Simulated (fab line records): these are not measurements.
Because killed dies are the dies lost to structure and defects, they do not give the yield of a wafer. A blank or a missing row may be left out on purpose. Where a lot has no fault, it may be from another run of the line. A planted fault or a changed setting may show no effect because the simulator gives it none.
fab line records -- flow n5-finfet
record lots=12, wafers=36, last-day=18
route steps=1938 shown BEOL_M9@1401 PASSIVATION@1936
lots with no fault: from the same line, run without faults
start-h: start of the lot's first displayed wafer, in hours after the record's first day -- wait-h: hours since the lot's step before -- " same as the row above -- L1.1+2: a single row standing in for several wafers -- - no value present, or no start provided -- * or withheld: withheld -- < > ~ a bound
route shown NAME@n: names a module that has steps shown in the file, with the first one's number in the route -- usual: mean/standard deviation taken from wafers without a fault -- same: alike in all rows -- chamber/n: place in a boat -- sites: per-site readings -- _std_site: their standard deviation -- _edge_site: inner sites' mean taken away from outer sites' mean -- radius-mm: how far each site lies from the wafer's centre -- mask NAME#n: copy n -- behind: the most recent tool/chamber to have shaped the wafer -- hold: what put the lot on hold/how long, in hours/how the hold closed -- device: transistor that didn't switch, given as n, p or np -- end of line: the route-end tests of the same wafers -- step lacking rows: just its recipe -- killed: count of dies lost to structure and defects at first sort (not the wafer's yield) -- map: the dies of a wafer, with x for killed, . for not killed, _ for no die there
set.NAME: setting as actually run; set.NAME@STEP: the setting as run at that earlier step -- model.NAME: the simulator's own value behind a step, which no gauge read
route steps across a sampled set of lots; one table per step, one row per wafer
services: from which hour (start-h, from the record's first day; less than 0 if before it) a tool's chamber was out of use, for how many hours, and why
## steps
# step N5_BEOL_M9_ILD_DEP_00
# recipe material=SiCOH_lowk, target-thk-a=3085.1, temp-c=300, precursor=DEMS/porogen, pressure-torr=5, rf-w=500, time-s=58
# usual heater-power-w=304/29, showerhead-plenum-p-Torr=5.736/0.017, susceptor-temp-C=299.98/0.19, throttle-valve-pct=14.1/1.1
lot.wafer,tool,chamber,start-h,wait-h,heater-power-w,showerhead-plenum-p-Torr,susceptor-temp-C,throttle-valve-pct
L676.1,pecvd-02,1,219.60,0.0,295,5.736,299.92,13.1
L676.3,pecvd-02,0,219.60,0.0,294,5.736,299.75,14.0
L676.6,pecvd-02,0,219.60,0.0,305,5.748,299.57,14.4
L678.1,pecvd-04,2,236.74,0.0,269,5.727,300.11,13.0
L678.3,pecvd-04,1,236.74,0.0,345,5.725,300.16,13.7
L678.6,pecvd-04,1,236.74,0.0,283,5.733,300.27,13.7
L679.1,pecvd-01,0,242.01,0.0,276,5.718,300.10,13.4
L679.3,pecvd-01,1,242.01,0.0,350,5.713,300.04,16.1
L679.6,pecvd-01,0,242.01,0.0,285,5.718,300.00,13.5
L685.1,pecvd-01,1,258.53,0.0,336,5.715,299.74,16.1
L685.5,pecvd-01,0,258.53,0.0,313,5.724,299.70,13.7
L685.6,pecvd-01,2,258.53,0.0,328,5.761,300.23,13.9
L684.1,pecvd-02,2,262.75,0.0,273,5.756,300.27,13.2
L684.3,pecvd-02,0,262.75,0.0,299,5.755,300.03,14.2
L684.5,pecvd-02,2,262.75,0.0,274,5.750,299.98,13.3
L687.3,pecvd-01,2,275.20,0.0,289,5.763,300.01,14.4
L687.5,pecvd-01,1,275.20,0.0,344,5.709,299.97,16.3
L687.6,pecvd-01,0,275.20,0.0,264,5.709,300.06,13.4
L691.1,pecvd-01,0,304.50,0.0,268,5.717,300.07,13.8
L691.5,pecvd-01,1,304.50,0.0,333,5.729,300.13,16.5
L691.6,pecvd-01,0,304.50,0.0,282,5.708,299.82,13.5
L690.1,pecvd-01,2,309.02,0.0,317,5.753,300.31,13.8
L690.4,pecvd-01,2,309.02,0.0,318,5.748,299.85,14.3
L690.5,pecvd-01,0,309.02,0.0,308,5.719,299.83,13.7
L692.1,pecvd-04,0,317.71,0.0,337,5.750,300.06,14.4
L692.3,pecvd-04,2,317.71,0.0,292,5.751,299.99,13.0
L692.5,pecvd-04,1,317.71,0.0,311,5.724,300.29,13.5
L695.3,pecvd-02,0,326.61,0.0,298,5.731,299.97,14.4
L695.4,pecvd-02,1,326.61,0.0,269,5.740,299.97,12.9
L695.6,pecvd-02,2,326.61,0.0,236,5.745,299.85,13.8
L697.2,pecvd-02,0,356.85,0.0,277,5.727,300.22,14.5
L697.4,pecvd-02,1,356.85,0.0,323,5.737,299.80,13.0
L697.6,pecvd-02,2,356.85,0.0,282,5.743,299.91,13.6
L699.1,pecvd-01,0,360.00,0.0,263,5.723,300.05,13.3
L699.2,pecvd-01,1,360.00,0.0,329,5.719,300.22,16.1
L699.3,pecvd-01,2,360.00,0.0,310,5.757,299.77,14.4
# step N5_BEOL_M9_INSPECT_13
# recipe mode=adi, inspect-instrument=brightfield
# usual raw-defect-count=425/99
lot.wafer,tool,chamber,start-h,wait-h,raw-defect-count
L676.1,defect-inspect-02,-,221.95,0.0,395
L676.3,defect-inspect-02,-,221.95,0.0,595
L676.6,defect-inspect-02,-,221.95,0.0,373
L678.1,defect-inspect-02,-,238.57,0.0,423
L678.3,defect-inspect-02,-,238.57,0.0,364
L678.6,defect-inspect-02,-,238.57,0.0,416
L679.1,defect-inspect-01,-,245.57,0.0,542
L679.3,defect-inspect-01,-,245.57,0.0,457
L679.6,defect-inspect-01,-,245.57,0.0,418
L685.1,defect-inspect-01,-,262.36,0.0,426
L685.5,defect-inspect-01,-,262.36,0.0,342
L685.6,defect-inspect-01,-,262.36,0.0,384
L684.1,defect-inspect-01,-,264.32,0.0,413
L684.3,defect-inspect-01,-,264.32,0.0,386
L684.5,defect-inspect-01,-,264.32,0.0,375
L687.3,defect-inspect-01,-,278.34,0.0,455
L687.5,defect-inspect-01,-,278.34,0.0,401
L687.6,defect-inspect-01,-,278.34,0.0,449
L691.1,defect-inspect-02,-,307.95,0.0,528
L691.5,defect-inspect-02,-,307.95,0.0,438
L691.6,defect-inspect-02,-,307.95,0.0,428
L690.1,defect-inspect-02,-,311.61,0.0,298
L690.4,defect-inspect-02,-,311.61,0.0,315
L690.5,defect-inspect-02,-,311.61,0.0,374
L692.1,defect-inspect-02,-,319.25,0.0,434
L692.3,defect-inspect-02,-,319.25,0.0,408
L692.5,defect-inspect-02,-,319.25,0.0,490
L695.3,defect-inspect-02,-,328.36,0.0,566
L695.4,defect-inspect-02,-,328.36,0.0,655
L695.6,defect-inspect-02,-,328.36,0.0,413
L697.2,defect-inspect-02,-,358.58,0.0,375
L697.4,defect-inspect-02,-,358.58,0.0,290
L697.6,defect-inspect-02,-,358.58,0.0,472
L699.1,defect-inspect-01,-,362.71,0.0,510
L699.2,defect-inspect-01,-,362.71,0.0,439
L699.3,defect-inspect-01,-,362.71,0.0,319
# step N5_BEOL_M9_COAT_75
# recipe resist=underlayer, temp-c=205, time-s=60, spin-rpm=1500, resist-thk-nm=5
# usual dispense-pressure-kPa=53/5.2, spin-speed-rpm=1499.9/1.1
lot.wafer,tool,chamber,start-h,wait-h,dispense-pressure-kPa,spin-speed-rpm
L676.1,litho-track-03,0,222.49,-,47,1501.1
L676.3,litho-track-03,0,222.49,-,47,1499.0
L676.6,litho-track-03,0,222.49,-,47,1501.6
L678.1,litho-track-04,0,240.10,-,49,1498.9
L678.3,litho-track-04,0,240.10,-,49,1499.3
L678.6,litho-track-04,0,240.10,-,49,1498.8
L679.1,litho-track-04,0,248.02,-,49,1498.9
L679.3,litho-track-04,0,248.02,-,49,1498.9
L679.6,litho-track-04,0,248.02,-,49,1499.0
L685.1,litho-track-03,0,263.09,-,47,1499.3
L685.5,litho-track-03,0,263.09,-,47,1499.9
L685.6,litho-track-03,0,263.09,-,47,1499.2
L684.1,litho-track-04,0,266.05,-,49,1331.8
L684.3,litho-track-04,0,266.05,-,49,1332.5
L684.5,litho-track-04,0,266.05,-,49,1331.5
L687.3,litho-track-04,0,280.54,-,49,1330.8
L687.5,litho-track-04,0,280.54,-,49,1332.3
L687.6,litho-track-04,0,280.54,-,49,1331.5
L691.1,litho-track-05,0,309.94,-,58,1500.7
L691.5,litho-track-05,0,309.94,-,58,1499.7
L691.6,litho-track-05,0,309.94,-,58,1500.1
L690.1,litho-track-05,0,313.00,-,58,1500.9
L690.4,litho-track-05,0,313.00,-,58,1498.7
L690.5,litho-track-05,0,313.00,-,58,1497.9
L692.1,litho-track-03,0,322.64,-,47,1499.7
L692.3,litho-track-03,0,322.64,-,47,1499.9
L692.5,litho-track-03,0,322.64,-,47,1499.8
L695.3,litho-track-05,0,331.52,-,58,1500.9
L695.4,litho-track-05,0,331.52,-,58,1502.5
L695.6,litho-track-05,0,331.52,-,58,1499.7
L697.2,litho-track-04,0,360.91,-,49,1500.4
L697.4,litho-track-04,0,360.91,-,49,1499.8
L697.6,litho-track-04,0,360.91,-,49,1501.4
L699.1,litho-track-05,0,364.86,-,58,1498.7
L699.2,litho-track-05,0,364.86,-,58,1500.2
L699.3,litho-track-05,0,364.86,-,58,1497.4
# step N5_BEOL_M9_INSPECT_30
# recipe mode=adi, inspect-instrument=brightfield
# usual raw-defect-count=417/93
lot.wafer,tool,chamber,start-h,wait-h,raw-defect-count
L676.1,defect-inspect-01,-,222.84,0.1,368
L676.3,defect-inspect-01,-,222.84,0.1,565
L676.6,defect-inspect-01,-,222.84,0.1,345
L678.1,defect-inspect-02,-,240.45,0.1,416
L678.3,defect-inspect-02,-,240.45,0.1,361
L678.6,defect-inspect-02,-,240.45,0.1,430
L679.1,defect-inspect-01,-,248.37,0.1,539
L679.3,defect-inspect-01,-,248.37,0.1,455
L679.6,defect-inspect-01,-,248.37,0.1,441
L685.1,defect-inspect-01,-,263.44,0.1,447
L685.5,defect-inspect-01,-,263.44,0.1,365
L685.6,defect-inspect-01,-,263.44,0.1,410
L684.1,defect-inspect-02,-,266.53,0.1,430
L684.3,defect-inspect-02,-,266.53,0.1,408
L684.5,defect-inspect-02,-,266.53,0.1,394
L687.3,defect-inspect-01,-,280.89,0.0,469
L687.5,defect-inspect-01,-,280.89,0.0,410
L687.6,defect-inspect-01,-,280.89,0.0,438
L691.1,defect-inspect-01,-,310.29,0.1,531
L691.5,defect-inspect-01,-,310.29,0.1,404
L691.6,defect-inspect-01,-,310.29,0.1,380
L690.1,defect-inspect-01,-,313.35,0.1,281
L690.4,defect-inspect-01,-,313.35,0.1,330
L690.5,defect-inspect-01,-,313.35,0.1,345
L692.1,defect-inspect-02,-,323.12,0.1,413
L692.3,defect-inspect-02,-,323.12,0.1,432
L692.5,defect-inspect-02,-,323.12,0.1,495
L695.3,defect-inspect-01,-,331.87,0.0,557
L695.4,defect-inspect-01,-,331.87,0.0,617
L695.6,defect-inspect-01,-,331.87,0.0,400
L697.2,defect-inspect-01,-,361.26,0.0,350
L697.4,defect-inspect-01,-,361.26,0.0,256
L697.6,defect-inspect-01,-,361.26,0.0,441
L699.1,defect-inspect-02,-,365.26,0.1,560
L699.2,defect-inspect-02,-,365.26,0.1,483
L699.3,defect-inspect-02,-,365.26,0.1,349
# step N5_PASSIVATION_PROBE_49
# usual defect-limited-yield=91.4/1.5, killed_at_M0_to_M3=34/10, killed_at_M4_up=15/6, killed-at-contacts=12/6, killed-at-front-end=37/11, killed-at-other=3.3/2.8, killed-dies=101/18, killed-on-rim=14/4.4, killed-open=66/14, killed-short=33/7.8, sort_bin_5_function=5.0/0.97, sort_bin_6_memory=3.2/0.72, sort-n-pass=1079/18, sort-yield-pct=91.4/1.5
# same gross-dies=1180, killed-at-back-side=0, sort_bin_4_leakage[%]=0, sort_bin_8_speed[%]=0
lot.wafer,tool,chamber,start-h,wait-h,defect-limited-yield[%],killed_at_M0_to_M3,killed_at_M4_up,killed-at-contacts,killed-at-front-end,killed-at-other,killed-dies,killed-on-rim,killed-open,killed-short,sort_bin_5_function[%],sort_bin_6_memory[%],sort-n-pass,sort-yield-pct[%]
L676.1,prober-02,-,288.29,0.0,92.5,35,11,12,24,6,88,7,53,35,4.2,3.1,1092,92.5
L676.3,prober-02,-,288.39,0.1,92.6,26,13,14,29,5,87,11,48,38,3.7,3.3,1093,92.6
L676.6,prober-02,-,288.54,0.3,92.5,36,7,8,32,6,89,16,64,24,4.2,3.1,1091,92.5
L678.1,prober-01,-,303.00,0.0,92.1,39,9,10,33,2,93,9,55,36,4.6,3.0,1087,92.1
L678.3,prober-01,-,303.10,0.1,91.9,41,13,6,31,4,95,10,69,25,4.3,3.1,1085,91.9
L678.6,prober-01,-,303.25,0.3,92.2,28,6,7,45,6,92,12,58,34,4.7,2.9,1088,92.2
L679.1,prober-02,-,309.54,0.0,91.1,45,15,7,36,2,105,10,76,26,5.8,3.1,1075,91.1
L679.3,prober-02,-,309.64,0.1,92.5,24,10,11,38,5,88,17,54,26,3.9,3.0,1092,92.5
L679.6,prober-02,-,309.79,0.3,91.0,50,19,0,33,4,106,11,67,37,4.7,3.7,1074,91.0
L685.1,prober-02,-,323.79,0.0,92.2,47,13,6,24,2,92,10,49,37,4.4,2.6,1088,92.2
L685.5,prober-02,-,323.99,0.2,92.2,34,15,4,37,2,92,6,48,35,4.7,2.1,1088,92.2
L685.6,prober-02,-,324.04,0.3,92.1,41,18,2,29,3,93,13,47,46,4.2,3.2,1087,92.1
L684.1,prober-01,-,330.28,0.0,89.7,52,20,4,43,2,121,22,80,40,6.2,3.5,1059,89.7
L684.3,prober-01,-,330.38,0.1,91.4,40,17,10,30,5,102,7,59,42,5.3,2.8,1078,91.4
L684.5,prober-01,-,330.48,0.2,87.5,61,32,14,40,0,147,19,87,56,6.4,5.3,1033,87.5
L687.3,prober-01,-,348.02,0.1,90.8,31,22,9,44,2,108,15,72,35,5.7,3.1,1072,90.8
L687.5,prober-01,-,348.12,0.2,88.6,36,22,10,65,2,135,23,92,38,6.6,3.9,1045,88.6
L687.6,prober-01,-,348.17,0.3,89.4,49,26,8,42,0,125,19,87,37,6.1,4.3,1055,89.4
L691.1,prober-02,-,369.37,0.0,90.8,34,13,27,33,2,109,12,83,26,5.0,4.0,1071,90.8
L691.5,prober-02,-,369.57,0.2,89.2,38,19,12,52,6,127,14,83,43,6.4,4.1,1053,89.2
L691.6,prober-02,-,369.62,0.3,89.0,46,26,15,37,6,130,25,91,38,7.2,3.6,1050,89.0
L692.1,prober-01,-,385.66,0.0,93.6,22,11,6,33,4,76,14,52,20,3.6,2.3,1104,93.6
L692.3,prober-01,-,385.76,0.1,93.9,19,13,12,26,2,72,4,47,25,3.0,3.1,1108,93.9
L692.5,prober-01,-,385.86,0.2,92.0,24,13,8,47,2,94,8,67,24,4.6,2.8,1086,92.0
L695.3,prober-02,-,385.96,0.1,92.0,33,3,16,41,1,94,11,65,29,5.1,2.7,1086,92.0
L695.4,prober-02,-,386.01,0.2,90.0,36,13,25,37,7,118,13,70,48,5.8,3.5,1062,90.0
L695.6,prober-02,-,386.11,0.3,90.1,30,14,13,57,3,117,18,80,37,5.5,4.1,1063,90.1
L690.1,prober-02,-,386.45,0.0,87.9,55,34,6,43,5,143,16,82,54,6.6,4.6,1037,87.9
L690.4,prober-02,-,386.60,0.2,91.1,47,20,4,31,3,105,15,66,37,5.1,3.5,1075,91.1
L690.5,prober-02,-,386.65,0.2,91.0,45,21,6,34,0,106,16,73,33,4.7,3.7,1074,91.0
L697.2,prober-02,-,418.00,0.1,90.7,38,23,7,32,10,110,18,76,34,5.3,3.7,1070,90.7
L697.4,prober-02,-,418.10,0.2,92.6,41,12,4,28,2,87,11,47,40,4.2,3.0,1093,92.6
L697.6,prober-02,-,418.20,0.3,93.2,29,10,8,28,5,80,10,53,27,4.1,2.3,1100,93.2
L699.1,prober-01,-,429.95,0.0,88.8,41,18,18,49,6,132,22,97,30,6.5,4.5,1048,88.8
L699.2,prober-01,-,430.00,0.1,88.2,23,33,20,59,4,139,16,107,31,7.7,4.0,1041,88.2
L699.3,prober-01,-,430.05,0.1,91.9,24,28,6,32,5,95,17,69,24,5.2,2.6,1085,91.9
# killed by level:class
L676.1 FIN_SAQP:geometric-particle:open=9 BEOL_M0_SAQP:geometric-particle:open=8 MOL_CONTACT_COAG:geometric-particle:open=7 BEOL_M0_SAQP:geometric-particle:short=6 BEOL_M1:geometric-particle:open=6 MOL_CONTACT_COAG:geometric-particle:short=5 BEOL_M2:geometric-particle:short=5 BEOL_M4:geometric-particle:open=5
L676.3 FIN_SAQP:geometric-particle:short=10 FIN_SAQP:geometric-particle:open=9 MOL_CONTACT_COAG:geometric-particle:open=9 BEOL_M0_SAQP:geometric-particle:open=7 BEOL_M0_SAQP:geometric-particle:short=7 BEOL_M1:geometric-particle:open=7 MOL_CONTACT_COAG:geometric-particle:short=5 BEOL_M4:geometric-particle:open=5
L676.6 BEOL_M3:geometric-particle:open=10 FIN_SAQP:geometric-particle:open=9 BEOL_M1:geometric-particle:open=8 STI_FIN_REVEAL:geometric-particle:open=7 MOL_CONTACT_COAG:geometric-particle:open=7 BEOL_M0_SAQP:geometric-particle:open=5 BEOL_M0_SAQP:geometric-particle:short=5 BEOL_M1:geometric-particle:short=5
L678.1 BEOL_M0_SAQP:geometric-particle:short=10 MOL_CONTACT_COAG:geometric-particle:open=9 ILD0:geometric-particle:short=8 BEOL_M0_SAQP:geometric-particle:open=6 ILD0:geometric-particle:open=5 BEOL_M1:geometric-particle:short=5 BEOL_M3:geometric-particle:open=5 BEOL_M1:geometric-particle:open=4
L678.3 BEOL_M0_SAQP:geometric-particle:open=13 BEOL_M1:geometric-particle:open=10 FIN_SAQP:geometric-particle:open=8 BEOL_M4:geometric-particle:open=6 BEOL_M6:geometric-particle:open=5 FIN_SAQP:geometric-particle:short=4 DUMMY_GATE:geometric-particle:open=4 BEOL_M0_SAQP:geometric-particle:short=4
L678.6 BEOL_M0_SAQP:geometric-particle:open=10 FIN_SAQP:geometric-particle:short=8 FIN_SAQP:geometric-particle:open=7 MOL_CONTACT_COAG:geometric-particle:open=6 STI_FIN_REVEAL:geometric-particle:open=5 GATE_CUT:geometric-particle:short=5 GATE_CUT:geometric-particle:open=5 BEOL_M0_SAQP:geometric-particle:short=5
L679.1 STI_FIN_REVEAL:geometric-particle:open=15 BEOL_M2:geometric-particle:open=12 BEOL_M1:geometric-particle:open=11 BEOL_M4:geometric-particle:open=9 BEOL_M0_SAQP:geometric-particle:short=8 BEOL_M0_SAQP:geometric-particle:open=7 GATE_CUT:geometric-particle:short=5 BEOL_M3:geometric-particle:open=5
L679.3 MOL_CONTACT_COAG:geometric-particle:open=9 STI_FIN_REVEAL:geometric-particle:open=7 BEOL_M2:geometric-particle:open=7 HKMG_FIN:area-etch=7 BEOL_M3:geometric-particle:open=6 FIN_SAQP:geometric-particle:short=5 DUMMY_GATE:geometric-particle:open=4 STARTING-WAFER:geometric-particle:short=4
L679.6 BEOL_M3:geometric-particle:open=16 BEOL_M4:geometric-particle:open=10 BEOL_M1:geometric-particle:open=10 STI_FIN_REVEAL:geometric-particle:open=9 GATE_CUT:geometric-particle:short=6 BEOL_M2:geometric-particle:open=6 STARTING-WAFER:geometric-particle:short=5 GATE_CUT:geometric-particle:open=4
L685.1 BEOL_M0_SAQP:geometric-particle:short=19 BEOL_M0_SAQP:geometric-particle:open=16 BEOL_M4:geometric-particle:open=9 FIN_SAQP:geometric-particle:short=5 MOL_CONTACT_COAG:geometric-particle:open=5 BEOL_M1:geometric-particle:open=5 HKMG_FIN:area-etch=5 BEOL_M2:geometric-particle:open=4
L685.5 BEOL_M0_SAQP:geometric-particle:short=13 BEOL_M0_SAQP:geometric-particle:open=11 STARTING-WAFER:geometric-particle:open=8 HKMG_FIN:area-etch=8 FIN_SAQP:geometric-particle:short=5 BEOL_M4:geometric-particle:open=4 STARTING-WAFER:geometric-particle:short=4 DUMMY_GATE:geometric-particle:open=3
L685.6 BEOL_M0_SAQP:geometric-particle:short=15 BEOL_M3:geometric-particle:short=11 BEOL_M4:geometric-particle:open=11 FIN_SAQP:geometric-particle:short=7 BEOL_M0_SAQP:geometric-particle:open=7 FIN_SAQP:geometric-particle:open=6 GATE_CUT:geometric-particle:short=5 STI_FIN_REVEAL:geometric-particle:open=3
L684.1 BEOL_M0_SAQP:geometric-particle:open=19 FIN_SAQP:geometric-particle:open=13 BEOL_M4:geometric-particle:open=12 BEOL_M0_SAQP:geometric-particle:short=11 BEOL_M2:geometric-particle:open=10 FIN_SAQP:geometric-particle:short=8 STI_FIN_REVEAL:geometric-particle:open=5 BEOL_M1:geometric-particle:open=4
L684.3 BEOL_M0_SAQP:geometric-particle:short=12 BEOL_M0_SAQP:geometric-particle:open=9 MOL_CONTACT_COAG:geometric-particle:open=8 FIN_SAQP:geometric-particle:short=8 FIN_SAQP:geometric-particle:open=7 BEOL_M4:geometric-particle:open=7 BEOL_M2:geometric-particle:open=5 BEOL_M7:geometric-particle:open=5
L684.5 BEOL_M0_SAQP:geometric-particle:short=21 BEOL_M4:geometric-particle:open=17 BEOL_M0_SAQP:geometric-particle:open=14 MOL_CONTACT_COAG:geometric-particle:open=9 BEOL_M2:geometric-particle:open=8 FIN_SAQP:geometric-particle:short=6 BEOL_M1:geometric-particle:open=6 FIN_SAQP:geometric-particle:open=5
L687.3 FIN_SAQP:geometric-particle:open=20 BEOL_M4:geometric-particle:open=12 FIN_SAQP:geometric-particle:short=8 MOL_CONTACT_COAG:geometric-particle:open=8 BEOL_M0_SAQP:geometric-particle:short=8 BEOL_M3:geometric-particle:open=6 BEOL_M0_SAQP:geometric-particle:open=5 BEOL_M4:geometric-particle:short=5
L687.5 FIN_SAQP:geometric-particle:open=18 BEOL_M4:geometric-particle:open=16 STI_FIN_REVEAL:geometric-particle:open=13 FIN_SAQP:geometric-particle:short=12 BEOL_M3:geometric-particle:open=11 MOL_CONTACT_COAG:geometric-particle:open=8 BEOL_M0_SAQP:geometric-particle:short=8 BEOL_M0_SAQP:geometric-particle:open=5
L687.6 BEOL_M4:geometric-particle:open=19 BEOL_M3:geometric-particle:open=13 FIN_SAQP:geometric-particle:open=9 STI_FIN_REVEAL:geometric-particle:open=9 BEOL_M0_SAQP:geometric-particle:short=9 MOL_CONTACT_COAG:geometric-particle:open=8 BEOL_M2:geometric-particle:open=7 BEOL_M0_SAQP:geometric-particle:open=7
L691.1 MOL_CONTACT_COAG:geometric-particle:open=21 BEOL_M3:geometric-particle:open=10 STI_FIN_REVEAL:geometric-particle:open=8 FIN_SAQP:geometric-particle:open=6 MOL_CONTACT_COAG:geometric-particle:short=6 BEOL_M0_SAQP:geometric-particle:open=6 BEOL_M2:geometric-particle:open=5 BEOL_M1:geometric-particle:open=5
L691.5 BEOL_M4:geometric-particle:open=14 FIN_SAQP:geometric-particle:open=10 BEOL_M0_SAQP:geometric-particle:open=9 BEOL_M1:geometric-particle:open=9 MOL_CONTACT_COAG:geometric-particle:open=8 FIN_SAQP:geometric-particle:short=7 STI_FIN_REVEAL:geometric-particle:open=7 DUMMY_GATE:geometric-particle:open=5
L691.6 BEOL_M4:geometric-particle:open=17 BEOL_M0_SAQP:geometric-particle:open=11 BEOL_M3:geometric-particle:open=11 MOL_CONTACT_COAG:geometric-particle:open=10 GATE_CUT:geometric-particle:short=6 FIN_SAQP:geometric-particle:open=5 STI_FIN_REVEAL:geometric-particle:open=5 DUMMY_GATE:geometric-particle:open=5
L692.1 FIN_SAQP:geometric-particle:open=6 BEOL_M0_SAQP:geometric-particle:open=6 BEOL_M0_SAQP:geometric-particle:short=6 STI_FIN_REVEAL:geometric-particle:open=5 DUMMY_GATE:geometric-particle:open=5 MOL_CONTACT_COAG:geometric-particle:open=4 BEOL_M2:geometric-particle:open=4 HKMG_FIN:area-etch=4
L692.3 MOL_CONTACT_COAG:geometric-particle:open=8 STI_FIN_REVEAL:geometric-particle:open=7 BEOL_M0_SAQP:geometric-particle:open=6 FIN_SAQP:geometric-particle:short=5 FIN_SAQP:geometric-particle:open=4 MOL_CONTACT_COAG:geometric-particle:short=4 STI_FIN_REVEAL:geometric-particle:short=3 BEOL_M0:geometric-particle:open=3
L692.5 STI_FIN_REVEAL:geometric-particle:open=20 BEOL_M0_SAQP:geometric-particle:short=9 FIN_SAQP:geometric-particle:open=7 MOL_CONTACT_COAG:geometric-particle:open=7 BEOL_M0_SAQP:geometric-particle:open=5 BEOL_M3:geometric-particle:open=5 FIN_SAQP:geometric-particle:short=3 STI_FIN_REVEAL:geometric-particle:short=3
L695.3 FIN_SAQP:geometric-particle:open=14 MOL_CONTACT_COAG:geometric-particle:open=12 BEOL_M3:geometric-particle:open=12 DUMMY_GATE:geometric-particle:open=8 BEOL_M0_SAQP:geometric-particle:open=7 FIN_SAQP:geometric-particle:short=5 BEOL_M0_SAQP:geometric-particle:short=5 MOL_CONTACT_COAG:geometric-particle:short=4
L695.4 MOL_CONTACT_COAG:geometric-particle:open=21 BEOL_M0_SAQP:geometric-particle:short=13 BEOL_M4:geometric-particle:open=10 GATE_CUT:geometric-particle:short=9 BEOL_M0_SAQP:geometric-particle:open=7 FIN_SAQP:geometric-particle:open=5 STI_FIN_REVEAL:geometric-particle:open=5 FIN_SAQP:geometric-particle:short=4
L695.6 FIN_SAQP:geometric-particle:open=18 MOL_CONTACT_COAG:geometric-particle:open=10 BEOL_M0_SAQP:geometric-particle:open=9 GATE_CUT:geometric-particle:short=9 BEOL_M3:geometric-particle:open=9 FIN_SAQP:geometric-particle:short=6 STI_FIN_REVEAL:geometric-particle:open=6 BEOL_M0_SAQP:geometric-particle:short=5
L690.1 BEOL_M0_SAQP:geometric-particle:short=16 BEOL_M2:geometric-particle:open=14 BEOL_M4:geometric-particle:open=14 BEOL_M0_SAQP:geometric-particle:open=12 FIN_SAQP:geometric-particle:short=9 FIN_SAQP:geometric-particle:open=6 ILD0:geometric-particle:open=5 BEOL_M4:geometric-particle:short=5
L690.4 BEOL_M2:geometric-particle:open=19 BEOL_M0_SAQP:geometric-particle:short=12 BEOL_M0_SAQP:geometric-particle:open=7 BEOL_M5:geometric-particle:open=7 FIN_SAQP:geometric-particle:short=6 DUMMY_GATE:geometric-particle:open=5 GATE_CUT:geometric-particle:open=4 BEOL_M2:geometric-particle:short=4
L690.5 BEOL_M0_SAQP:geometric-particle:open=12 BEOL_M0_SAQP:geometric-particle:short=11 BEOL_M2:geometric-particle:open=11 DUMMY_GATE:geometric-particle:open=9 FIN_SAQP:geometric-particle:short=7 FIN_SAQP:geometric-particle:open=7 BEOL_M4:geometric-particle:open=7 MOL_CONTACT_COAG:geometric-particle:open=5
L697.2 BEOL_M1:geometric-particle:open=11 BEOL_M4:geometric-particle:open=11 FIN_SAQP:geometric-particle:open=10 FIN_SAQP:geometric-particle:short=6 BEOL_M3:geometric-particle:open=6 MOL_CONTACT_COAG:geometric-particle:open=6 BEOL_M2:geometric-particle:open=6 BEOL_M0_SAQP:geometric-particle:short=5
L697.4 BEOL_M0_SAQP:geometric-particle:short=18 BEOL_M0_SAQP:geometric-particle:open=17 FIN_SAQP:geometric-particle:open=8 GATE_CUT:geometric-particle:short=6 MOL_CONTACT_COAG:geometric-particle:open=4 BEOL_M4:geometric-particle:short=4 STARTING-WAFER:geometric-particle:short=4 DUMMY_GATE:geometric-particle:open=3
L697.6 FIN_SAQP:geometric-particle:open=7 MOL_CONTACT_COAG:geometric-particle:open=7 BEOL_M0_SAQP:geometric-particle:open=7 BEOL_M2:geometric-particle:open=7 BEOL_M0_SAQP:geometric-particle:short=6 FIN_SAQP:geometric-particle:short=5 DUMMY_GATE:geometric-particle:open=4 STI_FIN_REVEAL:geometric-particle:open=3
L699.1 BEOL_M2:geometric-particle:open=15 MOL_CONTACT_COAG:geometric-particle:open=15 FIN_SAQP:geometric-particle:open=14 FIN_SAQP:geometric-particle:short=10 STI_FIN_REVEAL:geometric-particle:open=9 BEOL_M1:geometric-particle:open=8 STARTING-WAFER:geometric-particle:open=7 BEOL_M4:geometric-particle:open=5
L699.2 BEOL_M4:geometric-particle:open=19 MOL_CONTACT_COAG:geometric-particle:open=19 GATE_CUT:geometric-particle:open=12 FIN_SAQP:geometric-particle:open=10 FIN_SAQP:geometric-particle:short=8 STI_FIN_REVEAL:geometric-particle:open=8 GATE_CUT:geometric-particle:short=6 BEOL_M2:geometric-particle:open=6
L699.3 BEOL_M4:geometric-particle:open=18 BEOL_M2:geometric-particle:open=8 FIN_SAQP:geometric-particle:open=7 BEOL_M3:geometric-particle:open=7 BEOL_M4:geometric-particle:short=5 FIN_SAQP:geometric-particle:short=4 MOL_CONTACT_COAG:geometric-particle:open=4 STI_FIN_REVEAL:geometric-particle:open=3
## services
tool,chamber,start-h,hours,kind
pecvd-02,1,209.88,2.1,scheduled-down
pecvd-04,0,214.44,25.6,repair
pecvd-02,2,223.44,4.2,repair
pecvd-04,2,242.61,6.9,repair
pecvd-01,-,255.82,1.6,repair
pecvd-02,2,278.43,2.1,scheduled-down
pecvd-04,2,289.93,9.3,repair
pecvd-02,-,292.26,5.5,pm
litho-track-04,-,328.95,-,consumable-replace:filter
pecvd-01,2,336.51,5.5,scheduled-down
pecvd-04,0,337.05,16.5,scheduled-down
pecvd-01,2,352.90,6.9,repair
pecvd-04,1,354.65,5.5,scheduled-down
pecvd-04,0,364.12,5.5,scheduled-down
## key
first-sign step=N5_BEOL_M9_COAT_75, reading=spin-speed-rpm, direction=down, sigmas=99+, usual=*, struck=*
effect none on later readings
met-at N5_BEOL_M9_COAT_75
struck-lots L684,L687
not-acting-at N5_BEOL_M9_ILD_DEP_00,N5_BEOL_M9_INSPECT_13,N5_BEOL_M9_INSPECT_30
onset-between 248.02 266.05
fault kind=process-parameter-drift, tool=litho-track-04, chamber=-, onset-h=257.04, steps=N5_BEOL_M9_COAT_75, channel=spin-rpm, offset=*, shape=step, end-h=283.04, acts-in=*, stated=*
